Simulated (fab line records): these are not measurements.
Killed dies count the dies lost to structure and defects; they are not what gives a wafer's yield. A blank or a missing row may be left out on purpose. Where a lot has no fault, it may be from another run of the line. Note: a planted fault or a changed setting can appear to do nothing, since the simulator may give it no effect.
fab line records	flow n5_finfet
record: lots: 6	wafers: 18	last_day: 17
route steps=1938 shown SDB@356 BEOL_M4@1111 PASSIVATION@1936
lots with no fault: from the same line, run without faults
start_h: hours from the record's opening day to when the first of the lot's shown wafers began	wait_h: hours elapsed since this lot's preceding step	" repeats the value in the row above	L1.1+2: one row covering several wafers at once	- value missing, or start not given	* or withheld: withheld	< > ~ a bound
route shown NAME@n: NAME is a module with steps in the file, n the number in the route of the first one	usual: the fault-free wafers' mean and standard deviation	same: alike in all rows	chamber/n: place in a boat	sites: the reading at each site	_std_site: standard deviation of those values	_edge_site: inner sites' mean taken away from outer sites' mean	radius_mm: for every site, how far away it sits from the centre of the wafer	mask NAME#n: copy n	behind: the last tool/chamber to shape the wafer	hold: the reason the lot was held/the length of the hold in hours/how it ended	device: the n, p or np transistor that did not switch	end of line: the tests these same wafers got at the end of their route	where a step has no rows: the recipe by itself	killed: the dies lost at the first sort to structure and to defects; this is not the yield of the wafer	map: dies across one wafer; x = killed, . = not, _ = none there
set.NAME: setting as actually run; set.NAME@STEP: the setting as run at that earlier step	model.NAME: the simulator's own value behind a step, which no gauge read
lots seen at some steps along the route; tables by step, rows by wafer
services: when a tool's chamber went out of use (start_h, in hours from the record's first day, below 0 if earlier), for how many hours, and the reason
== steps ==
step: N5_SDB_CD_MEAS_11
recipe: target_cd_nm: 50	landing_energy_ev: 500	detector: se_inlens	polarity: opening
usual: cd_nm: 49.9/1.1
lot.wafer	tool	chamber	start_h	wait_h	cd_nm
L882.1	cd_sem-02	0	85.45	-	49.9
L882.2	"	0	"	"	48.6
L882.5	"	0	"	"	49.0
L888.1	cd_sem-03	0	123.73	-	49.5
L888.3	"	0	"	"	50.1
L888.5	"	0	"	"	50.9
L892.1	cd_sem-01	0	142.44	-	49.1
L892.4	"	0	"	"	47.5
L892.6	"	0	"	"	49.8
L894.1	cd_sem-02	0	151.76	-	48.6
L894.2	"	0	"	"	50.0
L894.5	"	0	"	"	49.2
L902.1	cd_sem-03	0	199.54	-	50.9
L902.5	"	0	"	"	51.8
L902.6	"	0	"	"	50.5
L903.2	cd_sem-03	0	204.73	-	50.9
L903.4	"	0	"	"	50.3
L903.5	"	0	"	"	49.2
step: N5_SDB_OVL_MEAS_12
recipe: points_per_wafer: 44
usual: SDB_OVL: 0.7/0.79
lot.wafer	tool	chamber	start_h	wait_h	SDB_OVL[nm]
L882.1	overlay-01	0	85.48	0.0	1.1
L882.2	"	0	"	"	0.6
L882.5	"	0	"	"	1.4
L888.1	overlay-01	0	123.76	0.0	1.6
L888.3	"	0	"	"	0.3
L888.5	"	0	"	"	0.8
L892.1	overlay-01	0	142.47	0.0	1.4
L892.4	"	0	"	"	-0.3
L892.6	"	0	"	"	-0.8
L894.1	overlay-01	0	151.79	0.0	0.6
L894.2	"	0	"	"	0.2
L894.5	"	0	"	"	0.6
L902.1	overlay-01	0	199.57	0.0	-0.2
L902.5	"	0	"	"	-0.7
L902.6	"	0	"	"	-0.1
L903.2	overlay-02	0	204.76	0.0	1.7
L903.4	"	0	"	"	1.5
L903.5	"	0	"	"	1.1
step: N5_SDB_INSPECT_13
recipe: mode: adi	inspect_instrument: brightfield
usual: raw_defect_count: 74/30
lot.wafer	tool	chamber	start_h	wait_h	raw_defect_count
L882.1	defect_inspect-02	-	85.51	0.0	96
L882.2	"	-	"	"	61
L882.5	"	-	"	"	66
L888.1	defect_inspect-02	-	123.79	0.0	22
L888.3	"	-	"	"	68
L888.5	"	-	"	"	74
L892.1	defect_inspect-01	-	142.49	0.0	33
L892.4	"	-	"	"	75
L892.6	"	-	"	"	81
L894.1	defect_inspect-01	-	151.81	0.0	50
L894.2	"	-	"	"	51
L894.5	"	-	"	"	48
L902.1	defect_inspect-02	-	199.59	0.0	49
L902.5	"	-	"	"	120
L902.6	"	-	"	"	46
L903.2	defect_inspect-01	-	204.78	0.0	70
L903.4	"	-	"	"	50
L903.5	"	-	"	"	52
step: N5_SDB_DESCUM_16
recipe: chemistry: O2	time_s: 7.9	source_power_w: 50	bias_power_w: 20	pressure_mtorr: 20	rf_frequency_hz: 2.712e+07	temp_c: 40	resist: CAR-ArF	o2_flow_sccm: 225
step: N5_SDB_ETCH_17
recipe: chemistry: CF4	target: SiARC	target_depth_a: 234	mask_material: CAR-ArF	time_s: 39	ion_energy_ev: 80	pressure_mtorr: 40	source_w: 545	bias_w: 36	Ar_flow_sccm: 100	cf4_flow_sccm: 100	ends: cleared
usual: cf4_flow_sccm: 100.0/0.31	chamber_pressure_mTorr: 39.99/0.035	drypump_motor_current_A: 5.8/0.49	etch_rf_on_time_s: 39.0/0.82	oes_product_au: 0.72/0.05	rf_vpp_V: 184.5/1	showerhead_plenum_p_Torr: 2.17/0.067	throttle_valve_pct: 15.64/0.19
lot.wafer	tool	chamber	start_h	wait_h	cf4_flow_sccm	chamber_pressure_mTorr	drypump_motor_current_A	etch_rf_on_time_s	oes_product_au	rf_hours_counter_h	rf_vpp_V	showerhead_plenum_p_Torr	throttle_valve_pct
L882.1	rie_diel-06	3	85.57	0.0	100.4	40.04	6.7	37.5	0.83	9	186.1	2.27	15.44
L882.2	"	1	"	"	99.8	40.02	5.7	37.6	0.80	25	185.2	2.19	15.52
L882.5	"	2	"	"	100.6	39.95	5.1	39.3	0.63	-	184.6	2.05	15.71
L888.1	rie_diel-03	1	123.87	0.0	100.0	39.98	6.6	39.0	0.69	96	184.1	2.15	15.85
L888.3	"	3	"	"	99.9	39.91	5.3	37.8	0.76	46	185.1	2.28	15.62
L888.5	"	2	"	"	99.9	39.93	5.7	39.4	0.68	-	183.4	2.07	15.61
L892.1	rie_diel-01	3	142.56	0.0	100.1	39.97	5.5	39.3	0.70	80	184.2	2.17	15.78
L892.4	"	0	"	"	100.4	39.98	5.2	39.2	0.72	66	185.1	2.19	15.33
L892.6	"	0	"	"	99.7	40.05	5.2	38.8	0.72	-	184.2	2.19	15.34
L894.1	rie_diel-01	0	151.88	0.0	99.6	39.97	5.2	39.3	0.71	71	183.4	2.18	15.36
L894.2	"	1	"	"	99.9	40.05	6.0	38.8	0.76	61	183.6	2.08	15.86
L894.5	"	3	"	"	99.9	40.00	5.5	39.7	0.69	-	185.2	2.17	15.77
L902.1	rie_diel-01	0	199.66	0.0	100.0	39.97	5.2	38.5	0.71	91	184.0	2.18	15.40
L902.5	"	0	"	"	100.7	39.97	5.2	38.6	0.71	-	184.1	2.18	15.40
L902.6	"	3	"	"	100.1	39.99	5.5	39.1	0.69	-	183.8	2.16	15.81
L903.2	rie_diel-01	0	205.04	0.0	99.5	39.99	5.2	39.5	0.69	92	184.2	2.18	15.41
L903.4	"	2	"	"	99.9	40.04	6.3	40.7	0.71	48	184.7	2.18	15.71
L903.5	"	3	"	"	100.3	40.05	5.5	40.5	0.66	-	182.8	2.16	15.82
step: N5_SDB_ETCH_18
recipe: chemistry: N2/H2	target: SOC	target_depth_a: 1000	overetch_a: 200	mask_material: SiARC	temp_c: 40	time_s: 150	ion_energy_ev: 200	pressure_mtorr: 30	source_w: 840	bias_w: 150	n2_flow_sccm: 200	h2_flow_sccm: 200
usual: chamber_pressure_mTorr: 30.005/0.03	drypump_motor_current_A: 5.8/0.49	oes_product_au: 0.75/0.049	rf_vpp_V: 524.6/2.4	showerhead_plenum_p_Torr: 2.57/0.083	temp_c: 39.98/0.11	throttle_valve_pct: 17.90/0.29
lot.wafer	tool	chamber	start_h	wait_h	chamber_pressure_mTorr	drypump_motor_current_A	oes_product_au	rf_hours_counter_h	rf_vpp_V	showerhead_plenum_p_Torr	temp_c	throttle_valve_pct
L882.1	rie_diel-06	3	85.61	0.0	29.987	6.8	0.86	9	529.2	2.71	39.95	17.75
L882.2	"	1	"	"	29.990	5.7	0.82	25	526.5	2.59	40.06	17.72
L882.5	"	2	"	"	29.987	5.1	0.67	-	521.5	2.44	39.97	17.91
L888.1	rie_diel-03	1	123.91	0.0	30.016	6.6	0.72	96	525.2	2.57	39.98	18.31
L888.3	"	3	"	"	30.021	5.2	0.78	46	527.4	2.71	40.03	18.05
L888.5	"	2	"	"	29.996	5.8	0.71	-	520.1	2.45	39.96	17.75
L892.1	rie_diel-01	3	142.60	0.0	30.009	5.6	0.73	80	524.6	2.57	40.12	18.15
L892.4	"	0	"	"	30.025	5.2	0.75	66	525.8	2.57	39.89	17.41
L892.6	"	0	"	"	29.986	5.2	0.76	-	523.4	2.57	39.89	17.41
L894.1	rie_diel-01	0	151.92	0.0	29.983	5.2	0.76	71	525.4	2.57	39.95	17.41
L894.2	"	1	"	"	30.044	6.0	0.78	61	524.2	2.46	39.82	18.08
L894.5	"	3	"	"	29.948	5.6	0.73	-	524.0	2.57	39.87	18.17
L902.1	rie_diel-01	0	199.70	0.0	30.022	5.2	0.73	91	524.3	2.56	40.02	17.47
L902.5	"	0	"	"	30.014	5.2	0.73	-	523.5	2.56	40.02	17.48
L902.6	"	3	"	"	29.946	5.5	0.71	-	526.1	2.56	40.11	18.20
L903.2	rie_diel-01	0	205.07	0.0	30.007	5.2	0.73	92	525.4	2.56	39.98	17.47
L903.4	"	2	"	"	30.012	6.3	0.76	48	525.4	2.59	39.99	18.01
L903.5	"	3	"	"	29.952	5.5	0.72	-	524.8	2.56	40.06	18.19
step: N5_SDB_STRIP_19
recipe: chemistry: N2/H2	temp_c: 40	n2_flow_sccm: 200	h2_flow_sccm: 200	rf_frequency_hz: 6e+07
step: N5_SDB_STRIP_21
recipe: chemistry: CF4	resist: SiARC	power_w: 300	bias_power_w: 75	pressure_mtorr: 50	cf4_flow_sccm: 150	rf_frequency_hz: 6e+07
usual: cf4_flow_sccm: 150.0/0.46	chamber_pressure_mTorr: 49.99/0.047	drypump_motor_current_A: 5.8/0.49	oes_product_au: 0.83/0.054	rf_vpp_V: 271.6/1.4	showerhead_plenum_p_Torr: 1.81/0.058	throttle_valve_pct: 13.57/0.18
lot.wafer	tool	chamber	start_h	wait_h	cf4_flow_sccm	chamber_pressure_mTorr	drypump_motor_current_A	oes_product_au	rf_hours_counter_h	rf_vpp_V	showerhead_plenum_p_Torr	throttle_valve_pct
L882.1	rie_diel-06	3	85.75	0.0	149.9	50.01	6.8	0.94	9	273.1	1.90	13.41
L882.2	"	1	"	"	149.8	49.97	5.7	0.92	25	272.9	1.84	13.44
L882.5	"	2	"	"	150.5	49.99	5.1	0.74	-	268.9	1.72	13.69
L888.1	rie_diel-03	1	124.05	0.0	150.2	49.97	6.6	0.79	96	272.2	1.79	13.77
L888.3	"	3	"	"	150.0	49.94	5.3	0.86	46	274.3	1.90	13.53
L888.5	"	2	"	"	151.2	49.99	5.8	0.78	-	268.0	1.72	13.55
L892.1	rie_diel-01	3	142.73	0.0	149.9	50.03	5.5	0.81	80	270.2	1.82	13.71
L892.4	"	0	"	"	150.7	49.94	5.2	0.84	66	271.9	1.83	13.31
L892.6	"	0	"	"	150.8	49.93	5.2	0.83	-	270.2	1.83	13.32
L894.1	rie_diel-01	0	152.05	0.0	150.4	49.90	5.2	0.83	71	270.9	1.83	13.32
L894.2	"	1	"	"	149.9	50.02	6.0	0.86	61	270.6	1.74	13.75
L894.5	"	3	"	"	149.6	49.96	5.5	0.80	-	271.3	1.82	13.73
L902.1	rie_diel-01	0	199.84	0.0	149.9	49.98	5.2	0.82	91	271.9	1.82	13.36
L902.5	"	0	"	"	149.7	49.98	5.2	0.81	-	272.3	1.82	13.36
L902.6	"	3	"	"	150.3	49.95	5.6	0.79	-	272.6	1.81	13.76
L903.2	rie_diel-01	0	205.21	0.0	150.8	50.00	5.3	0.81	92	271.2	1.82	13.36
L903.4	"	2	"	"	149.5	50.02	6.3	0.85	48	271.4	1.83	13.64
L903.5	"	3	"	"	150.3	50.02	5.5	0.78	-	272.6	1.81	13.78
step: N5_SDB_HM_OPEN_20
recipe: chemistry: CH3F/O2	target: SiNx	mask_material: SOC	target_depth_a: 240	stop_on: poly-Si	over_etch_frac: 0.4	ion_energy_ev: 120	pressure_mtorr: 30	source_w: 395	bias_w: 73	Ar_flow_sccm: 150	CH3F_flow_sccm: 30	O2_flow_sccm: 20
usual: CH3F_flow_sccm: 30.00/0.099	chamber_pressure_mTorr: 30.001/0.028	drypump_motor_current_A: 5.8/0.49	oes_product_au: 0.69/0.047	rf_vpp_V: 299/5.5	showerhead_plenum_p_Torr: 2.02/0.062	throttle_valve_pct: 16.39/0.22
lot.wafer	tool	chamber	start_h	wait_h	CH3F_flow_sccm	chamber_pressure_mTorr	drypump_motor_current_A	oes_product_au	rf_hours_counter_h	rf_vpp_V	showerhead_plenum_p_Torr	throttle_valve_pct
L882.1	rie_diel-06	3	85.77	0.0	30.07	30.026	6.8	0.77	9	301	2.12	16.17
L882.2	"	1	"	"	29.80	29.988	5.7	0.76	25	295	2.05	16.27
L882.5	"	2	"	"	29.98	29.974	5.1	0.61	-	295	1.91	16.42
L888.1	rie_diel-03	1	124.07	0.0	29.97	29.985	6.6	0.66	96	293	2.01	16.63
L888.3	"	3	"	"	30.17	30.005	5.3	0.72	46	305	2.13	16.40
L888.5	"	2	"	"	29.95	30.021	5.7	0.65	-	304	1.94	16.43
L892.1	rie_diel-01	3	142.75	0.0	29.96	29.986	5.5	0.67	80	301	2.02	16.48
L892.4	"	0	"	"	29.95	30.003	5.2	0.70	66	299	2.04	16.06
L892.6	"	0	"	"	30.01	29.992	5.2	0.70	-	303	2.04	16.06
L894.1	rie_diel-01	0	152.07	0.0	30.18	30.048	5.2	0.69	71	303	2.04	16.06
L894.2	"	1	"	"	30.11	30.008	6.0	0.72	61	290	1.96	16.70
L894.5	"	3	"	"	29.91	29.971	5.5	0.68	-	301	2.02	16.50
L902.1	rie_diel-01	0	199.86	0.0	29.91	30.048	5.2	0.67	91	301	2.03	16.11
L902.5	"	0	"	"	30.16	30.023	5.2	0.68	-	302	2.03	16.09
L902.6	"	3	"	"	30.15	30.015	5.5	0.66	-	300	2.01	16.53
L903.2	rie_diel-01	0	205.23	0.0	29.97	30.054	5.2	0.67	92	303	2.03	16.11
L903.4	"	2	"	"	30.10	29.946	6.3	0.70	48	306	2.03	16.42
L903.5	"	3	"	"	29.99	29.981	5.6	0.66	-	300	2.01	16.54
step: N5_SDB_STRIP_22
recipe: chemistry: N2/H2	power_w: 1000	temp_c: 250	h2_frac: 0.65	overash_fraction: 0.3	pressure_mtorr: withheld	n2_flow_sccm: 1750	h2_flow_sccm: 3250
usual: drypump_motor_current_A: 5.17/0.27	heater_power_w: 322/36	oes_product_au: 0.714/0.0041	strip_time_to_endpoint_s: 96.2/0.38	temp_c: 250.02/0.16
lot.wafer	tool	chamber	start_h	wait_h	drypump_motor_current_A	heater_power_w	oes_product_au	rf_hours_counter_h	strip_time_to_endpoint_s	temp_c
L882.1	plasma_asher-01	0	85.85	0.1	5.60	369	0.711	40	95.8	249.86
L882.2	"	1	"	"	4.98	301	0.710	40	96.3	250.30
L882.5	"	1	"	"	4.99	298	0.719	-	96.5	250.05
L888.1	plasma_asher-02	0	124.15	0.1	5.31	352	0.715	92	96.0	249.95
L888.3	"	0	"	"	5.30	357	0.715	-	95.7	250.03
L888.5	"	1	"	"	4.88	273	0.718	-	95.9	250.03
L892.1	plasma_asher-01	1	142.83	0.1	4.98	301	0.712	52	96.3	249.96
L892.4	"	0	"	"	5.59	366	0.701	-	96.2	250.00
L892.6	"	1	"	"	4.98	297	0.703	-	96.2	249.99
L894.1	plasma_asher-02	0	152.15	0.1	5.28	357	0.716	98	96.3	249.82
L894.2	"	1	"	"	4.86	290	0.722	98	96.0	250.01
L894.5	"	1	"	"	4.87	282	0.713	-	96.6	250.02
L902.1	plasma_asher-01	0	199.94	0.1	5.56	350	0.719	65	96.5	249.70
L902.5	"	1	"	"	4.98	297	0.715	-	96.4	250.07
L902.6	"	0	"	"	5.60	360	0.718	-	96.5	249.83
L903.2	plasma_asher-02	1	205.32	0.1	4.88	278	0.717	108	95.8	249.93
L903.4	"	1	"	"	4.86	283	0.716	-	96.1	250.33
L903.5	"	0	"	"	5.29	359	0.712	-	96.1	249.82
step: N5_SDB_PRECLEAN_23
recipe: chemistry: dHF	time_s: 30	temp_c: 25	dilution: withheld
step: N5_SDB_DUMMY_REMOVE_24
recipe: chemistry: TMAH	temp_c: 70	target: poly-Si	stop_on: SiO2	target_depth_nm: 142	conc_wt_pct: 5	time_s: 57	dry: ipa_marangoni	rinse_time_s: 30	rinse_temp_c: 23
step: N5_SDB_ETCH_25
recipe: chemistry: C4F6/O2	target: SiO2	target_depth_a: 100	time_s: 3.3	ion_energy_ev: 250	mask_material: SiNx	pressure_mtorr: 30	source_w: 345	bias_w: 185	Ar_flow_sccm: 300	C4F6_flow_sccm: 10	O2_flow_sccm: 10
usual: chamber_pressure_mTorr: 30.001/0.026	drypump_motor_current_A: 5.9/0.51	oes_product_au: 0.85/0.064	rf_vpp_V: 670/13	showerhead_plenum_p_Torr: 2.89/0.088	throttle_valve_pct: 21.29/0.23
lot.wafer	tool	chamber	start_h	wait_h	chamber_pressure_mTorr	drypump_motor_current_A	oes_product_au	rf_hours_counter_h	rf_vpp_V	showerhead_plenum_p_Torr	throttle_valve_pct	model.etch.depth_nm
L882.1	rie_diel-03	0	86.07	0.0	30.008	5.6	0.69	243	674	2.92	21.41	9.984
L882.2	"	2	"	"	30.054	5.7	0.81	125	682	2.77	21.30	10.22
L882.5	"	2	"	"	29.965	5.7	0.81	-	682	2.77	21.28	10.22
L888.1	rie_diel-01	1	124.36	0.0	30.001	6.0	0.89	47	652	2.79	21.61	10.01
L888.3	"	3	"	"	29.986	5.5	0.82	73	674	2.88	21.40	9.859
L888.5	"	0	"	"	29.979	5.3	0.86	-	675	2.91	20.95	9.921
L892.1	rie_diel-03	0	143.30	0.2	30.014	5.5	0.95	5	673	2.92	21.11	12.48
L892.4	"	3	"	"	30.061	5.3	0.88	56	682	3.03	21.37	10.42
L892.6	"	2	"	"	30.011	5.8	0.79	-	683	2.76	21.30	10.04
L894.1	rie_diel-03	2	152.37	0.0	30.026	5.8	0.78	153	684	2.76	21.30	12.79
L894.2	"	3	"	"	30.009	5.3	0.87	59	683	3.03	21.38	10.27
L894.5	"	0	"	"	30.040	5.5	0.93	-	673	2.92	21.13	9.752
L902.1	rie_diel-01	2	200.63	0.5	29.985	6.3	0.85	46	690	2.89	21.33	9.803
L902.5	"	2	"	"	30.002	6.3	0.85	-	689	2.89	21.31	9.879
L902.6	"	3	"	"	29.993	5.6	0.80	-	673	2.87	21.44	9.83
L903.2	rie_diel-01	3	205.54	0.0	30.014	5.6	0.80	104	673	2.87	21.46	9.938
L903.4	"	2	"	"	30.017	6.3	0.84	48	690	2.89	21.33	9.879
L903.5	"	1	"	"	30.041	6.0	0.85	-	650	2.78	21.65	10.05
step: N5_SDB_CUT_ETCH_26
recipe: chemistry: HBr/Cl2/O2	target: Si	target_depth_a: 1296	bt_time_s: 20	mask_material: SiNx	time_s: 51.8	ion_energy_ev: *	bias_w: *	pressure_mtorr: 10	icp_w: 800	HBr_flow_sccm: 150	Cl2_flow_sccm: 80	O2_flow_sccm: 12
step: N5_BEOL_M4_RC_MEAS_101
usual: DIBL_N: 37.2/1.8	DIBL_P: 37.5/2.5	IOFF_N: 0.17/0.038	IOFF_P: 0.24/0.046	ION_N: 681/13	ION_P: 469/8.5	SS_N: 71.7/0.6	SS_P: 73.6/0.69	VT_N: 249/3.4	VT_P: -248/3.6
lot.wafer	tool	chamber	start_h	wait_h	DIBL_N[mV/V]	DIBL_P[mV/V]	IOFF_N[nA/um]	IOFF_P[nA/um]	ION_N[uA/um]	ION_P[uA/um]	SS_N[mV/dec]	SS_P[mV/dec]	VT_N[mV]	VT_P[mV]
L882.1	prober-01	0	186.72	0.0	38.5	41.5	0.19	0.30	678	472	72.8	74.3	249	-245
L882.2	"	0	"	"	38.7	41.4	0.21	0.32	701	480	72.2	74.5	245	-243
L882.5	"	0	"	"	39.0	41.1	0.21	0.31	681	472	72.3	74.0	245	-242
L888.1	prober-02	0	211.75	0.0	34.6	33.8	0.13	0.19	665	459	70.7	73.1	252	-249
L888.3	"	0	"	"	36.6	37.4	0.17	0.25	685	472	71.6	73.4	249	-248
L888.5	"	0	"	"	37.1	36.9	0.17	0.23	667	467	72.2	73.7	253	-249
L892.1	prober-02	0	238.31	0.3	37.9	38.5	0.18	0.25	679	468	71.8	73.4	250	-249
L892.4	"	0	"	"	37.3	38.4	0.17	0.25	670	465	72.2	73.4	253	-247
L892.6	"	0	"	"	39.2	40.0	0.21	0.27	683	470	72.8	74.6	246	-247
L894.1	prober-01	0	254.31	0.0	35.1	33.8	0.13	0.19	674	465	71.8	73.2	254	-252
L894.2	"	0	"	"	38.0	37.7	0.17	0.26	677	465	72.6	73.9	252	-249
L894.5	"	0	"	"	38.2	37.9	0.19	0.25	691	473	72.3	74.2	249	-249
L902.1	prober-01	0	295.26	0.0	32.8	32.0	0.11	0.16	665	466	70.5	72.1	256	-252
L902.5	"	0	"	"	37.1	37.5	0.18	0.24	685	470	71.8	73.7	249	-249
L902.6	"	0	"	"	36.1	36.4	0.16	0.22	682	470	71.8	72.9	252	-245
L903.2	prober-02	0	298.54	0.2	35.9	35.8	0.14	0.22	668	462	72.0	74.1	253	-250
L903.4	"	0	"	"	35.2	34.7	0.13	0.19	667	463	71.9	72.3	252	-253
L903.5	"	0	"	"	35.5	35.1	0.13	0.20	670	457	71.6	72.6	252	-249
step: N5_PASSIVATION_PROBE_49
usual: defect_limited_yield: 91.2/1.4	killed_at_M0_to_M3: 32/10	killed_at_M4_up: 14/6.2	killed_at_contacts: 12/6.3	killed_at_front_end: 42/13	killed_at_other: 4/3.4	killed_dies: 104/17	killed_open: 67/12	killed_short: 34/8.1	sort_bin_5_function: 5.2/0.93	sort_bin_6_memory: 3.2/0.65	sort_bin_8_speed: 0.00/0.017	sort_n_pass: 1075/16	sort_yield_pct: 91.1/1.4
same: gross_dies: 1180	killed_at_back_side: 0	sort_bin_4_leakage[%]: 0
lot.wafer	tool	chamber	start_h	wait_h	defect_limited_yield[%]	killed_at_M0_to_M3	killed_at_M4_up	killed_at_contacts	killed_at_front_end	killed_at_other	killed_dies	killed_open	killed_short	sort_bin_5_function[%]	sort_bin_6_memory[%]	sort_bin_8_speed[%]	sort_n_pass	sort_yield_pct[%]
L882.1	prober-01	-	288.34	0.1	92.9	20	7	10	47	0	84	60	24	3.6	3.5	0	1096	92.9
L882.2	prober-01	-	288.39	0.1	91.7	17	15	18	47	1	98	62	26	5.0	2.2	0	1082	91.7
L882.5	prober-01	-	288.54	0.3	90.4	21	8	13	69	2	113	67	39	5.3	3.4	0	1067	90.4
L888.1	prober-02	-	325.33	0.0	92.9	9	9	23	35	8	84	51	25	4.0	2.6	0	1096	92.9
L888.3	prober-02	-	325.43	0.1	92.1	22	9	26	32	4	93	60	25	4.2	2.7	0	1087	92.1
L888.5	prober-02	-	325.53	0.2	92.4	28	11	18	30	3	90	48	41	4.1	3.0	0	1090	92.4
L894.2	prober-01	-	350.39	0.1	90.8	59	7	8	27	7	108	70	37	5.7	2.9	0	1072	90.8
L903.2	prober-02	-	402.38	0.1	91.8	28	12	7	42	8	97	58	32	4.9	2.6	0	1083	91.8
L903.4	prober-02	-	402.48	0.2	93.6	30	11	2	27	5	75	47	22	3.6	2.2	0	1105	93.6
L903.5	prober-02	-	402.53	0.2	91.4	32	16	3	37	13	101	56	39	4.8	2.8	0	1079	91.4
L902.1	prober-01	-	404.22	0.0	91.6	27	7	13	48	4	99	61	32	4.7	3.1	0	1081	91.6
L902.5	prober-01	-	404.42	0.2	91.9	29	12	4	32	18	95	55	38	4.3	3.2	0	1085	91.9
L902.6	prober-01	-	404.47	0.3	91.9	33	6	7	44	6	96	56	35	5.3	2.5	0	1084	91.9
killed by level:class
L882.1 FIN_SAQP:geometric_particle:open=15 FIN_SAQP:geometric_particle:short=8 STI_FIN_REVEAL:geometric_particle:open=7 DUMMY_GATE:geometric_particle:open=7 BEOL_M1:geometric_particle:open=7 MOL_CONTACT_COAG:geometric_particle:open=6 BEOL_M2:geometric_particle:open=4 MOL_CONTACT_COAG:geometric_particle:short=4
L882.2 MOL_CONTACT_COAG:geometric_particle:open=13 BEOL_M4:geometric_particle:open=9 HKMG_FIN:area_etch=9 STI_FIN_REVEAL:geometric_particle:open=8 FIN_SAQP:geometric_particle:short=7 DUMMY_GATE:geometric_particle:open=7 BEOL_M3:geometric_particle:open=6 MOL_CONTACT_COAG:geometric_particle:short=5
L882.5 FIN_SAQP:geometric_particle:open=19 FIN_SAQP:geometric_particle:short=12 MOL_CONTACT_COAG:geometric_particle:open=11 STI_FIN_REVEAL:geometric_particle:open=9 HKMG_FIN:area_etch=6 GATE_CUT:geometric_particle:short=5 BEOL_M0_SAQP:geometric_particle:short=5 STI_FIN_REVEAL:geometric_particle:short=4
L888.1 MOL_CONTACT_COAG:geometric_particle:open=19 DUMMY_GATE:geometric_particle:open=10 FIN_SAQP:geometric_particle:short=7 STI_FIN_REVEAL:geometric_particle:open=5 HKMG_FIN:area_etch=5 MOL_CONTACT_COAG:geometric_particle:short=4 BEOL_M1:geometric_particle:open=4 BEOL_M4:geometric_particle:open=3
L888.3 MOL_CONTACT_COAG:geometric_particle:open=22 STARTING-WAFER:geometric_particle:open=7 HKMG_FIN:area_etch=7 FIN_SAQP:geometric_particle:short=6 BEOL_M0_SAQP:geometric_particle:open=6 MOL_CONTACT_COAG:geometric_particle:short=4 BEOL_M0_SAQP:geometric_particle:short=4 BEOL_M2:geometric_particle:open=4
L888.5 MOL_CONTACT_COAG:geometric_particle:open=12 MOL_CONTACT_COAG:geometric_particle:short=6 BEOL_M0:geometric_particle:short=6 DUMMY_GATE:geometric_particle:short=5 BEOL_M1:geometric_particle:open=5 BEOL_M2:geometric_particle:open=5 FIN_SAQP:geometric_particle:short=4 STI_FIN_REVEAL:geometric_particle:open=4
L894.2 FIN_SAQP:geometric_particle:open=10 BEOL_M1:geometric_particle:open=10 BEOL_M3:geometric_particle:open=10 BEOL_M0_SAQP:geometric_particle:short=9 FIN_SAQP:geometric_particle:short=8 BEOL_M1:geometric_particle:short=7 BEOL_M2:geometric_particle:open=7 MOL_CONTACT_COAG:geometric_particle:open=6
L903.2 STI_FIN_REVEAL:geometric_particle:open=12 BEOL_M0_SAQP:geometric_particle:short=11 BEOL_M4:geometric_particle:open=8 DUMMY_GATE:geometric_particle:open=7 STI_FIN_REVEAL:geometric_particle:short=5 MOL_CONTACT_COAG:geometric_particle:open=5 HKMG_FIN:area_etch=5 BEOL_M0_SAQP:geometric_particle:open=4
L903.4 STI_FIN_REVEAL:geometric_particle:open=13 BEOL_M0_SAQP:geometric_particle:short=9 BEOL_M0_SAQP:geometric_particle:open=6 HKMG_FIN:area_etch=5 BEOL_M0:geometric_particle:open=4 BEOL_M3:geometric_particle:open=4 BEOL_M4:geometric_particle:open=4 DUMMY_GATE:geometric_particle:open=3
L903.5 BEOL_M0_SAQP:geometric_particle:short=10 BEOL_M4:geometric_particle:open=8 STI_FIN_REVEAL:geometric_particle:open=7 BEOL_M0:geometric_particle:open=7 BEOL_M0_SAQP:geometric_particle:open=6 GATE_CUT:geometric_particle:short=5 STARTING-WAFER:geometric_particle:open=5 FIN_SAQP:geometric_particle:short=4
L902.1 MOL_CONTACT_COAG:geometric_particle:open=10 STI_FIN_REVEAL:geometric_particle:open=10 DUMMY_GATE:geometric_particle:open=8 BEOL_M2:geometric_particle:open=8 BEOL_M3:geometric_particle:open=7 STARTING-WAFER:geometric_particle:short=6 HKMG_FIN:area_etch=6 MOL_CONTACT_COAG:geometric_particle:short=3
L902.5 PAD_METAL:geometric_particle:short=10 STI_FIN_REVEAL:geometric_particle:open=7 BEOL_M1:geometric_particle:open=6 BEOL_M0_SAQP:geometric_particle:short=5 BEOL_M3:geometric_particle:open=5 PASS1_CAP:geometric_particle:short=5 DUMMY_GATE:geometric_particle:open=4 ILD0:geometric_particle:open=4
L902.6 FIN_SAQP:geometric_particle:short=12 BEOL_M3:geometric_particle:open=8 BEOL_M2:geometric_particle:open=7 DUMMY_GATE:geometric_particle:open=6 STARTING-WAFER:geometric_particle:open=6 STI_FIN_REVEAL:geometric_particle:open=4 MOL_CONTACT_COAG:geometric_particle:open=4 BEOL_M0_SAQP:geometric_particle:short=4
== services ==
tool	chamber	start_h	hours	kind
rie_diel-01	-	69.10	10.0	pm
rie_diel-03	0	112.82	-	clean
rie_diel-03	0	112.82	-	consumable_replace:focus_ring
rie_diel-03	0	112.82	19.3	scheduled_down
rie_diel-03	0	112.82	19.3	vent_cycle
rie_diel-06	-	128.22	14.6	pm
rie_diel-06	-	142.82	4.3	pm
rie_diel-03	1	153.56	4.8	repair
rie_diel-03	-	167.43	14.6	pm
rie_diel-06	-	182.72	0.3	repair
rie_diel-03	-	189.91	1.7	repair
== key ==
first_sign none at tools or gauges
model_effect: step: N5_SDB_ETCH_25	value: etch.depth_nm	without: 9.993	struck: 12.63
met_at N5_SDB_ETCH_25
struck_wafers L892.1,L894.1
onset_between 86.07 143.30
fault: kind: process_parameter_drift	tool: rie_diel-03	chamber: -	onset_h: 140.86	steps: N5_SDB_ETCH_25	channel: time_s	offset: *	shape: step	end_h: 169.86	scope: struck_wafers_only	acts_in: *	stated: *
